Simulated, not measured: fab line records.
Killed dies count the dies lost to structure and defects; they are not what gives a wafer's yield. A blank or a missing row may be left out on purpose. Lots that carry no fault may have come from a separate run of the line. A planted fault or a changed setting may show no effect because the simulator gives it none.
Matching of chambers -- flow n5-finfet -- N5_MOL_CONTACT_COAG_DESCUM_45 on rie-diel-03 has 4 sister chambers
The step chemistry O2, time 7 s. 4 wafers are shown with their chamber, then 8 later ones without.

== WAFERS PAIRED WITH THEIR CHAMBERS ==
wafer,chamber,drypump-motor-current-A (A)
L079.2,1,5.8
L090.2,3,4.8
L090.4,2,5.2
L091.1,0,5.0

== WAFERS WITHOUT THEIR CHAMBER ==
wafer,drypump-motor-current-A (A)
L091.3,5.8
L091.6,5.0
L096.3,5.8
L096.5,5.0
L096.6,4.9
L097.1,4.9
L097.3,5.8
L097.5,5.8

== WHICH CHAMBER EACH WENT THROUGH ==
wafer,from the rows above,in truth
L091.3,1,1
L091.6,0,0
L096.3,1,1
L096.5,0,0
L096.6,can't be placed: 0 or 3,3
L097.1,can't be placed: 0 or 3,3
L097.3,1,1
L097.5,1,1
Correctly placed: 6 of 8. From these rows, 2 cannot be placed; in 2 the true chamber is one of the candidates. Number placed wrongly: 0.
How it was worked out, from the rows above alone: a wafer's distance from a chamber is the root of the sum, over the readings, of the square of ((its reading less the chamber's mean) divided by the reading's scatter). If the next closest chamber is less than 2 further off than the closest, the wafer can't be placed; otherwise it belongs to the closest. A chamber's mean is the mean of its shown wafers. The scatter (one wafer shown for each chamber): square how far every hidden wafer sits from the nearest shown wafer, average those squares and take the square root.
